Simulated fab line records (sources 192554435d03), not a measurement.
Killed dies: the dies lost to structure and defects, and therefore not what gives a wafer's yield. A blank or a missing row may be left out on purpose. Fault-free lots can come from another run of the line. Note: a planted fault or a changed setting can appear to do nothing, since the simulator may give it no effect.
Which tool did it? | flow n5 finfet | 8 lots, 24 wafers sampled, at 8 steps of a route of 1938

WHAT THE GAUGES READ, wafer by wafer
N5_BEOL_M4_RC_MEAS_101. Usual: DIBL_N 36.1 mV/V, standard deviation 2.3; DIBL_P 36 mV/V, standard deviation 3.2; IOFF_N 0.16 nA/um, standard deviation 0.045; IOFF_P 0.21 nA/um, standard deviation 0.049; ION_N 674 uA/um, standard deviation 14; ION_P 462 uA/um, standard deviation 8.4; SS_N 71.6 mV/dec, standard deviation 0.83; SS_P 73.2 mV/dec, standard deviation 0.87; VT_N 249 mV, standard deviation 3.8; VT_P -250 mV, standard deviation 3.4.
lot  | measured     | on        | DIBL_N (mV/V)  | DIBL_P (mV/V) | IOFF_N (nA/um) | IOFF_P (nA/um) | ION_N (uA/um) | ION_P (uA/um) | SS_N (mV/dec)  | SS_P (mV/dec)  | VT_N (mV)   | VT_P (mV)      | flag
L333 | day 12 02:29 | prober-01 | 36.3 33.2 36.7 | 33 30 35      | 0.14 0.10 0.14 | 0.18 0.15 0.21 | 650 672 682   | 449 459 470   | 71.9 71.6 72.0 | 72.9 72.3 73.0 | 254 255 253 | -250 -253 -250 |
L337 | day 12 13:42 | prober-02 | 35.9 31.9 35.3 | 36 31 34      | 0.16 0.10 0.16 | 0.18 0.13 0.17 | 671 663 670   | 449 451 453   | 71.5 69.7 70.8 | 74.0 72.0 72.7 | 248 252 246 | -250 -256 -255 |
L336 | day 13 01:20 | prober-02 | 37.0 38.4 36.7 | 38 39 37      | 0.19 0.20 0.19 | 0.25 0.25 0.23 | 671 679 683   | 455 465 464   | 72.0 72.7 72.6 | 73.9 74.4 73.6 | 246 249 250 | -247 -249 -249 |
L342 | day 14 05:34 | prober-02 | 35.8 35.1 37.7 | 34 34 37      | 0.12 0.13 0.16 | 0.21 0.20 0.25 | 652 662 675   | 457 464 465   | 71.0 71.3 71.9 | 73.4 71.6 73.4 | 254 251 251 | -251 -249 -247 |
L349 | day 15 19:40 | prober-02 | 36.0 34.3 38.8 | 35 33 39      | 0.16 0.15 0.24 | 0.22 0.20 0.29 | 669 670 688   | 460 459 464   | 71.3 71.2 72.0 | 72.8 72.3 73.4 | 248 248 243 | -247 -248 -247 |
L353 | day 16 04:26 | prober-02 | 39.9 36.0 35.4 | 39 34 33      | 0.22 0.14 0.13 | 0.24 0.17 0.17 | 707 661 670   | 474 450 460   | 72.3 70.8 70.4 | 74.2 73.0 72.0 | 244 250 251 | -250 -252 -248 |
L350 | day 17 04:29 | prober-01 | 35.1 36.6 35.3 | 37 38 37      | 0.15 0.19 0.15 | 0.23 0.23 0.21 | 659 682 665   | 460 457 454   | 71.3 72.4 71.9 | 73.8 73.2 73.4 | 250 248 252 | -250 -250 -250 |
L354 | day 17 10:15 | prober-01 | 37.5 40.1 37.4 | 39 42 38      | 0.20 0.24 0.19 | 0.25 0.29 0.24 | 683 679 681   | 463 461 466   | 72.7 72.7 72.0 | 73.3 74.2 73.7 | 246 246 247 | -248 -248 -247 |

N5_BEOL_M9_CD_MEAS_28 targets a cd of 70 nm. Usual: cd nm reads 69.84 nm (standard deviation 0.28).
lot  | measured     | on        | cd nm (nm)        | flag
L333 | day 14 03:52 | cd sem-01 | 70.03 69.62 69.42 |
L337 | day 14 11:28 | cd sem-01 | 69.77 70.17 70.15 |
L336 | day 14 21:09 | cd sem-03 | 69.71 69.46 69.66 |
L342 | day 16 23:35 | cd sem-03 | 69.53 69.94 69.86 |
L349 | day 18 02:14 | cd sem-02 | 70.05 69.61 69.17 |
L353 | day 18 04:39 | cd sem-03 | 70.03 69.74 70.16 |
L350 | day 19 02:26 | cd sem-03 | 69.85 69.84 69.77 |
L354 | day 19 09:54 | cd sem-02 | 69.71 70.17 70.17 |

N5_BEOL_M9_OVL_MEAS_29. Usual: V8_OVL 0.3 nm, standard deviation 0.65.
lot  | measured     | on         | V8_OVL (nm)   | flag
L333 | day 14 03:54 | overlay-01 | 0.0 -0.3 0.4  |
L337 | day 14 11:31 | overlay-02 | 0.1 -1.2 -0.2 |
L336 | day 14 21:12 | overlay-02 | -0.3 0.1 -1.3 |
L342 | day 16 23:37 | overlay-02 | 0.0 0.1 0.1   |
L349 | day 18 02:17 | overlay-02 | 0.9 0.2 1.3   |
L353 | day 18 04:41 | overlay-01 | 1.3 1.0 0.7   |
L350 | day 19 02:28 | overlay-02 | 1.7 0.3 1.0   |
L354 | day 19 09:56 | overlay-02 | -0.1 0.2 -0.1 |

N5_BEOL_M9_OCD_MEAS_38. Usual: trench depth nm reads 149 nm (standard deviation 3.5).
lot  | measured     | on     | trench depth nm (nm) | flag
L333 | day 14 04:27 | ocd-02 | 147 150 152          |
L337 | day 14 12:03 | ocd-02 | 146 148 147          |
L336 | day 14 21:44 | ocd-01 | 145 145 148          |
L342 | day 17 00:14 | ocd-01 | 236 147 148          | OFF
L349 | day 18 03:03 | ocd-01 | 149 151 152          |
L353 | day 18 05:19 | ocd-02 | 149 152 152          |
L350 | day 19 03:01 | ocd-01 | 152 145 152          |
L354 | day 19 10:29 | ocd-01 | 144 156 146          |

N5_BEOL_M9_THK_MEAS_53: measures by xrf. Usual: M9_THK 139 nm, standard deviation 3.8.
lot  | measured     | on            | M9_THK (nm) | flag
L333 | day 14 06:24 | film metro-01 | 137 137 141 |
L337 | day 14 14:15 | film metro-02 | 138 138 138 |
L336 | day 15 00:04 | film metro-02 | 137 133 140 |
L342 | day 17 04:52 | film metro-02 | 225 135 137 | OFF
L349 | day 18 05:28 | film metro-01 | 136 141 141 |
L353 | day 18 08:19 | film metro-01 | 139 140 141 |
L350 | day 19 05:43 | film metro-02 | 140 132 139 |
L354 | day 19 13:17 | film metro-01 | 134 145 136 |

N5_BEOL_M9_RS_MEAS_57: measures by four-point-probe. Usual: M9_RS 0.153 ohm/sq, standard deviation 0.0044.
lot  | measured     | on            | M9_RS (ohm/sq)    | flag
L333 | day 14 06:32 | film metro-02 | 0.156 0.155 0.150 |
L337 | day 14 14:23 | film metro-02 | 0.155 0.155 0.156 |
L336 | day 15 00:12 | film metro-01 | 0.155 0.161 0.152 |
L342 | day 17 05:00 | film metro-01 | 0.090 0.156 0.155 | OFF
L349 | day 18 05:38 | film metro-01 | 0.157 0.151 0.150 |
L353 | day 18 08:28 | film metro-02 | 0.153 0.151 0.150 |
L350 | day 19 05:51 | film metro-01 | 0.151 0.161 0.152 |
L354 | day 19 13:25 | film metro-01 | 0.158 0.146 0.157 |

WHICH TOOL RAN EACH LOT (tool, then ch and the chambers of the sampled wafers, then the start)
lot  | N5_BEOL_M9_VIA_ETCH_34             | N5_BEOL_M9_TRENCH_ETCH_37
L333 | rie diel-05 ch 0,1,2, day 14 04:10 | rie diel-05 ch 0,1,2, day 14 04:16
L337 | rie diel-02 ch 1,3, day 14 11:46   | rie diel-02 ch 1,3, day 14 11:53
L336 | rie diel-02 ch 1,2,3, day 14 21:27 | rie diel-02 ch 1,2,3, day 14 21:33
L342 | rie diel-02 ch 0,2,3, day 16 23:58 | rie diel-02 ch 0,2,3, day 17 00:04
L349 | rie diel-05 ch 0,1,3, day 18 02:46 | rie diel-05 ch 0,1,3, day 18 02:52
L353 | rie diel-05 ch 0,3, day 18 05:02   | rie diel-05 ch 0,3, day 18 05:08
L350 | rie diel-05 ch 1,3, day 19 02:44   | rie diel-05 ch 1,3, day 19 02:50
L354 | rie diel-06 ch 0,1,3, day 19 10:13 | rie diel-06 ch 0,1,3, day 19 10:19
- N5_BEOL_M9_VIA_ETCH_34: etches SiCOH lowk in C4F6/O2, target depth 182.4 nm, time 68.4 s.
- N5_BEOL_M9_TRENCH_ETCH_37: etches SiCOH lowk in C4F6/O2, target depth 151.43 nm, time 49 s.

AS READ BY THE TOOLS THEMSELVES (means over the sampled wafers that have a number; for cases with no such wafer, the mark the record gives instead)
N5_BEOL_M9_VIA_ETCH_34. Usual: bias w 185.0 W, standard deviation 0.63; drypump motor current A 5.6 A, standard deviation 0.49; oes product au 0.79 a.u., standard deviation 0.085; rf vpp V 679 V, standard deviation 19; showerhead plenum p Torr 2.86 Torr, standard deviation 0.11; throttle valve pct 20.90 %, standard deviation 0.21.
lot  | tool        | bias w (W) | drypump motor current A (A) | oes product au (a.u.) | rf vpp V (V) | showerhead plenum p Torr (Torr) | throttle valve pct (%) | flag
L333 | rie diel-05 | 184.8      | 5.6                         | 0.71                  | 665          | 2.87                            | 21.04                  |
L337 | rie diel-02 | 184.6      | 6.2                         | 0.78                  | 701          | 2.89                            | 20.89                  |
L336 | rie diel-02 | 185.0      | 5.7                         | 0.83                  | 688          | 2.86                            | 20.81                  |
L342 | rie diel-02 | 185.3      | 5.2                         | 0.84                  | 688          | 2.87                            | 20.90                  |
L349 | rie diel-05 | 185.1      | 5.4                         | 0.77                  | 683          | 2.77                            | 20.93                  |
L353 | rie diel-05 | 185.1      | 5.2                         | 0.69                  | 682          | 2.69                            | 20.99                  |
L350 | rie diel-05 | 184.7      | 5.6                         | 0.84                  | 684          | 2.84                            | 20.88                  |
L354 | rie diel-06 | 184.6      | 5.8                         | 0.76                  | 678          | 2.88                            | 20.91                  |

N5_BEOL_M9_TRENCH_ETCH_37. Usual: bias w 184.9 W, standard deviation 0.53; drypump motor current A 5.6 A, standard deviation 0.49; oes product au 0.79 a.u., standard deviation 0.084; rf vpp V 679 V, standard deviation 19; showerhead plenum p Torr 2.86 Torr, standard deviation 0.11; throttle valve pct 20.92 %, standard deviation 0.21.
lot  | tool        | bias w (W) | drypump motor current A (A) | oes product au (a.u.) | rf vpp V (V) | showerhead plenum p Torr (Torr) | throttle valve pct (%) | flag
L333 | rie diel-05 | 184.6      | 5.6                         | 0.71                  | 665          | 2.87                            | 21.08                  |
L337 | rie diel-02 | 184.8      | 6.2                         | 0.77                  | 699          | 2.89                            | 20.93                  |
L336 | rie diel-02 | 185.5      | 5.7                         | 0.82                  | 690          | 2.86                            | 20.82                  |
L342 | rie diel-02 | 185.2      | 5.2                         | 0.94                  | 687          | 2.87                            | 20.98                  |
L349 | rie diel-05 | 185.4      | 5.4                         | 0.77                  | 683          | 2.77                            | 20.95                  |
L353 | rie diel-05 | 184.4      | 5.3                         | 0.69                  | 682          | 2.69                            | 21.02                  |
L350 | rie diel-05 | 185.0      | 5.7                         | 0.83                  | 683          | 2.84                            | 20.90                  |
L354 | rie diel-06 | 184.9      | 5.8                         | 0.76                  | 678          | 2.88                            | 20.94                  |

THE ANSWER, worked out from the rows above alone
Rule: a lot is off if the mean of its wafers that have a number lies more than 3 standard deviations from the usual mean. Also off: a lot with no number at a reading for which 4 or more lots have one. Where the step has rows for the other lots, those lots are counted as sound. The gauges are gone through in route order, then the tools' own readings, and for those a lot's mean is taken as printed above. The first step at which some lot is off is used, and at that step the reading that is off furthest; a lot without a number counts as furthest.
Off at N5_BEOL_M9_OCD_MEAS_38 (trench depth nm): L342.
If a tool, at a process step before that reading, ran all the lots that are off and no sound lot after the first of them, it fits. The gauges at N5_BEOL_M9_OCD_MEAS_38 aren't tried: what is off there is off at N5_BEOL_M9_THK_MEAS_53 too, on other tools, and a gauge's error can't cause that. One fits: rie diel-02 at N5_BEOL_M9_VIA_ETCH_34 and N5_BEOL_M9_TRENCH_ETCH_37. At N5_BEOL_M9_VIA_ETCH_34 its last sound lot is L336 (day 14 21:27), its first lot that is off L342 (day 16 23:58): a fault that began between those two fits.

WHAT HAD BEEN PUT IN BY THE SIMULATOR
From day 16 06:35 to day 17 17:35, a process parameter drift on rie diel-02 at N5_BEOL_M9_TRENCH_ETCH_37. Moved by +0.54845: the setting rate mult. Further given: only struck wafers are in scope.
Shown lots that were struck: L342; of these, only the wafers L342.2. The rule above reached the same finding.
